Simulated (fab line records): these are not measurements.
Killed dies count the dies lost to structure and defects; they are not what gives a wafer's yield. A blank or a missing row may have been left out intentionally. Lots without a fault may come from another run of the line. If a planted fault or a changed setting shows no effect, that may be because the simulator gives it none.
Which tool did it? ; flow n5-finfet ; 33 wafers from 11 lots sampled at 4 of the route's 1938 steps

## WHAT EACH GAUGE READ, for each wafer
N5_GATE_CUT_OVL_MEAS_14.
lot;measured;on;GATE_CUT_OVL (nm)
L075;day 4 20:38;overlay-02;-0.4 0.4 0.1
L077;day 5 11:41;overlay-02;1.2 0.2 -0.1
L079;day 5 18:53;overlay-02;-0.2 0.0 0.4
L081;day 6 09:01;overlay-01;1.0 -0.1 -0.3
L083;day 6 21:29;overlay-01;0.9 -0.5 -0.6
L085;day 7 14:25;overlay-02;0.7 0.1 -0.5
L087;day 7 22:40;overlay-02;-0.9 -0.4 -0.8
L090;day 8 10:57;overlay-01;-0.6 -0.3 -0.4
L092;day 9 05:05;overlay-02;-0.6 -0.4 -0.6
L094;day 9 14:14;overlay-02;-0.9 -1.3 -0.5
L097;day 10 06:18;overlay-01;-2.1 -1.9 -0.8

## WHAT TOOL EACH LOT RAN ON (gives the tool, then ch and the chambers of the sampled wafers, and finally the start)
lot;N5_HKMG_FIN_STRIP_92;N5_HKMG_FIN_STRIP_88;N5_HKMG_FIN_STRIP_90
L075;rie-diel-04 ch 2,3, day 4 09:18;plasma-asher-01 ch 0,1, day 4 10:26;rie-diel-04 ch 0,1,3, day 4 11:19
L077;rie-diel-02 ch 0,1,3, day 5 04:02;plasma-asher-02 ch 0,1, day 5 05:10;rie-diel-05 ch 0,1,2, day 5 06:03
L079;rie-diel-05 ch 1,2, day 5 11:04;plasma-asher-01 ch 0,1, day 5 12:20;rie-diel-02 ch 0,1,2, day 5 13:20
L081;rie-diel-02 ch 0,2,3, day 6 00:54;plasma-asher-02 ch 0,1, day 6 02:09;rie-diel-02 ch 2,3, day 6 03:07
L083;rie-diel-05 ch 1,2, day 6 13:53;plasma-asher-02 ch 0,1, day 6 15:03;rie-diel-02 ch 1,2, day 6 15:56
L085;rie-diel-04 ch 0,1,2, day 7 06:20;plasma-asher-01 ch 0,1, day 7 07:37;rie-diel-02 ch 0,2,3, day 7 08:29
L087;rie-diel-04 ch 0,2,3, day 7 14:33;plasma-asher-01 ch 0,1, day 7 15:52;rie-diel-05 ch 0,1,2, day 7 16:44
L090;rie-diel-05 ch 1,2, day 8 02:58;plasma-asher-02 ch 0,1, day 8 04:06;rie-diel-04 ch 0,3, day 8 05:23
L092;rie-diel-02 ch 1,2,3, day 8 21:11;plasma-asher-02 ch 0,1, day 8 22:30;rie-diel-02 ch 1,2, day 8 23:28
L094;rie-diel-02 ch 0,1,2, day 9 05:25;plasma-asher-02 ch 0,1, day 9 06:32;rie-diel-02 ch 0,1,3, day 9 07:28
L097;rie-diel-05 ch 0,1,2, day 9 22:11;plasma-asher-02 ch 0,1, day 9 23:22;rie-diel-05 ch 0,2, day 10 00:21
- N5_HKMG_FIN_STRIP_92: strips SOC in N2/H2, time 20 s.
- N5_HKMG_FIN_STRIP_88: strips in N2/H2, time 360 s.
- N5_HKMG_FIN_STRIP_90: strips SOC in N2/H2, time 20 s.

## THE ANSWER, worked out from the rows above alone
Rule: the lots themselves supply what counts as usual. Put in order of their means at a reading, lots are off if they are a third of the lots or fewer, leave a main group of 4 or more, and stand apart from it by a gap of 3 or more times the standard deviation of the main group's means; of several such gaps the widest counts. The tables above print the reading to a certain number of digits; a main group whose means all agree to those digits is not used. A lot without any number at a reading at which 4 lots or more have one is off too. All remaining lots with rows at the step are treated as sound.
No lot is off on any of the readings shown, so nothing can be concluded from this.

## WHAT THE SIMULATOR HAD PUT IN
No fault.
